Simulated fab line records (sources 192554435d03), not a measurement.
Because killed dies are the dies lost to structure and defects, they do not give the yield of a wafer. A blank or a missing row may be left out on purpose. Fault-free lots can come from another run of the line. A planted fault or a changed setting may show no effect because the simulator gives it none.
Split-lot experiment || flow n5Finfet || route with 1938 steps; 7 lots, 21 wafers read

## THE SPLIT ITSELF
At N5_HKMG_FIN_COAT_43 (resist thk 90 nm), the setting spinRpm was moved away from the recipe's 1500 rpm on 7 of the 21 wafers read, by -7.5% to +10.5%. For the rest of the wafers, this setting stayed at what the recipe calls for.

## FROM THE SPLIT TO THE READING: what the file shows between them, 4 steps
- N5_HKMG_FIN_EBR_45
- N5_HKMG_FIN_SOFTBAKE_44: time 60 s
- N5_HKMG_FIN_EXPOSE_46: exposes mask NDIPOLE
- N5_HKMG_FIN_PEB_47: peb time 60 s

## THE READING
CAR-ArF_of_HKMG_FIN_COAT_43.thkNm (the simulator's own value, which no gauge read), in nm, at N5_HKMG_FIN_DEVELOP_48 (develop time 30 s). There is no usual value for it anywhere in the file. Average 88.4 nm, standard deviation 0.3 nm, over the 14 wafers here run with the recipe.

{"wafer": "L078.4", "tool, chamber at the split": "lithoTrack-04, 0", "spinRpm as run, rpm": 1544, "against the recipe": "+2.9%", "CAR-ArF_of_HKMG_FIN_COAT_43.thkNm, nm": 87.2, "against lot-mates on the recipe": -1.6}
{"wafer": "L078.5", "tool, chamber at the split": "lithoTrack-04, 0", "spinRpm as run, rpm": 1544, "against the recipe": "+2.9%", "CAR-ArF_of_HKMG_FIN_COAT_43.thkNm, nm": 87.4, "against lot-mates on the recipe": -1.4}
{"wafer": "L078.6", "tool, chamber at the split": "lithoTrack-04, 0", "spinRpm as run, rpm": 1500, "against the recipe": "recipe", "CAR-ArF_of_HKMG_FIN_COAT_43.thkNm, nm": 88.8, "against lot-mates on the recipe": "-"}
{"wafer": "L080.1", "tool, chamber at the split": "lithoTrack-04, 0", "spinRpm as run, rpm": 1387, "against the recipe": "-7.5%", "CAR-ArF_of_HKMG_FIN_COAT_43.thkNm, nm": 91.6, "against lot-mates on the recipe": "+3.2"}
{"wafer": "L080.2", "tool, chamber at the split": "lithoTrack-04, 0", "spinRpm as run, rpm": 1387, "against the recipe": "-7.5%", "CAR-ArF_of_HKMG_FIN_COAT_43.thkNm, nm": 92, "against lot-mates on the recipe": "+3.6"}
{"wafer": "L080.6", "tool, chamber at the split": "lithoTrack-04, 0", "spinRpm as run, rpm": 1500, "against the recipe": "recipe", "CAR-ArF_of_HKMG_FIN_COAT_43.thkNm, nm": 88.4, "against lot-mates on the recipe": "-"}
{"wafer": "L081.1", "tool, chamber at the split": "lithoTrack-04, 0", "spinRpm as run, rpm": 1419, "against the recipe": "-5.4%", "CAR-ArF_of_HKMG_FIN_COAT_43.thkNm, nm": 91, "against lot-mates on the recipe": "+2.2"}
{"wafer": "L081.3", "tool, chamber at the split": "lithoTrack-04, 0", "spinRpm as run, rpm": 1500, "against the recipe": "recipe", "CAR-ArF_of_HKMG_FIN_COAT_43.thkNm, nm": 89, "against lot-mates on the recipe": "-"}
{"wafer": "L081.5", "tool, chamber at the split": "lithoTrack-04, 0", "spinRpm as run, rpm": 1500, "against the recipe": "recipe", "CAR-ArF_of_HKMG_FIN_COAT_43.thkNm, nm": 88.6, "against lot-mates on the recipe": "-"}
{"wafer": "L083.1", "tool, chamber at the split": "lithoTrack-04, 0", "spinRpm as run, rpm": 1500, "against the recipe": "recipe", "CAR-ArF_of_HKMG_FIN_COAT_43.thkNm, nm": 88.6, "against lot-mates on the recipe": "-"}
{"wafer": "L083.2", "tool, chamber at the split": "lithoTrack-04, 0", "spinRpm as run, rpm": 1500, "against the recipe": "recipe", "CAR-ArF_of_HKMG_FIN_COAT_43.thkNm, nm": 88.6, "against lot-mates on the recipe": "-"}
{"wafer": "L083.4", "tool, chamber at the split": "lithoTrack-04, 0", "spinRpm as run, rpm": 1405, "against the recipe": "-6.3%", "CAR-ArF_of_HKMG_FIN_COAT_43.thkNm, nm": 91.8, "against lot-mates on the recipe": "+3.2"}
{"wafer": "L084.2", "tool, chamber at the split": "lithoTrack-04, 0", "spinRpm as run, rpm": 1500, "against the recipe": "recipe", "CAR-ArF_of_HKMG_FIN_COAT_43.thkNm, nm": 88.2, "against lot-mates on the recipe": "-"}
{"wafer": "L084.5", "tool, chamber at the split": "lithoTrack-04, 0", "spinRpm as run, rpm": 1500, "against the recipe": "recipe", "CAR-ArF_of_HKMG_FIN_COAT_43.thkNm, nm": 88.4, "against lot-mates on the recipe": "-"}
{"wafer": "L084.6", "tool, chamber at the split": "lithoTrack-04, 0", "spinRpm as run, rpm": 1500, "against the recipe": "recipe", "CAR-ArF_of_HKMG_FIN_COAT_43.thkNm, nm": 88.4, "against lot-mates on the recipe": "-"}
{"wafer": "L088.1", "tool, chamber at the split": "lithoTrack-02, 0", "spinRpm as run, rpm": 1500, "against the recipe": "recipe", "CAR-ArF_of_HKMG_FIN_COAT_43.thkNm, nm": 88.4, "against lot-mates on the recipe": "-"}
{"wafer": "L088.3", "tool, chamber at the split": "lithoTrack-02, 0", "spinRpm as run, rpm": 1500, "against the recipe": "recipe", "CAR-ArF_of_HKMG_FIN_COAT_43.thkNm, nm": 88.4, "against lot-mates on the recipe": "-"}
{"wafer": "L088.4", "tool, chamber at the split": "lithoTrack-02, 0", "spinRpm as run, rpm": 1658, "against the recipe": "+10.5%", "CAR-ArF_of_HKMG_FIN_COAT_43.thkNm, nm": 84.2, "against lot-mates on the recipe": -4.2}
{"wafer": "L091.1", "tool, chamber at the split": "lithoTrack-02, 0", "spinRpm as run, rpm": 1500, "against the recipe": "recipe", "CAR-ArF_of_HKMG_FIN_COAT_43.thkNm, nm": 88.2, "against lot-mates on the recipe": "-"}
{"wafer": "L091.4", "tool, chamber at the split": "lithoTrack-02, 0", "spinRpm as run, rpm": 1500, "against the recipe": "recipe", "CAR-ArF_of_HKMG_FIN_COAT_43.thkNm, nm": 88, "against lot-mates on the recipe": "-"}
{"wafer": "L091.6", "tool, chamber at the split": "lithoTrack-02, 0", "spinRpm as run, rpm": 1500, "against the recipe": "recipe", "CAR-ArF_of_HKMG_FIN_COAT_43.thkNm, nm": 87.8, "against lot-mates on the recipe": "-"}

THE FIT
A straight line over all 21 wafers: CAR-ArF_of_HKMG_FIN_COAT_43.thkNm changes by -0.439 nm for each +1% of spinRpm; r = -0.98; the points scatter about the line by 0.31 nm.
The same after taking each lot's own level away (the mean of its wafers on the recipe; 21 wafers): -0.438 nm for each +1%; r = -0.99; scatter 0.2 nm.
The reading moves by 4.6 nm for the largest change in spinRpm, on that fit.
Across the lots, their own levels run from 88.00 to 88.80 nm, a range of 2.7 times the standard deviation given above.
Hence the lot-to-lot level has little effect on the slope; both slopes agree.
Check: with one of the wafers moved furthest among these (+10.5%) left out of the fit, the line predicts -4.91 nm for it against its lot-mates. It came out at -4.2 nm against them.

## THE WHOLE CHAIN: every reading that the file lists as answering this split, in the file's order
{"step": "N5_HKMG_FIN_COAT_43", "what it does": "resist thk 90 nm", "reading": "CAR-ArF_of_HKMG_FIN_COAT_43.thkNm (the simulator's own value, which no gauge read)", "change (the file's fit)": "-0.423 nm for each +1% of the setting", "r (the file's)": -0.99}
{"step": "N5_HKMG_FIN_DEVELOP_48", "what it does": "develop time 30 s", "reading": "CAR-ArF_of_HKMG_FIN_COAT_43.thkNm (the simulator's own value, which no gauge read)", "change (the file's fit)": "-0.433 nm for each +1% of the setting", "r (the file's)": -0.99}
{"step": "N5_HKMG_FIN_ETCH_54", "what it does": "etches SiARC in CF4, target depth 45.5 nm, time 75.8 s", "reading": "CAR-ArF_of_HKMG_FIN_COAT_43.thkNm (the simulator's own value, which no gauge read)", "change (the file's fit)": "-0.425 nm for each +1% of the setting, in a fit together with spinRpm@HKMG_FIN_COAT_42", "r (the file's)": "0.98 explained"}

## THE FILE'S OWN FIT
CAR-ArF_of_HKMG_FIN_COAT_43.thkNm changes by -0.433 nm for each +1% of spinRpm, r = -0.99.
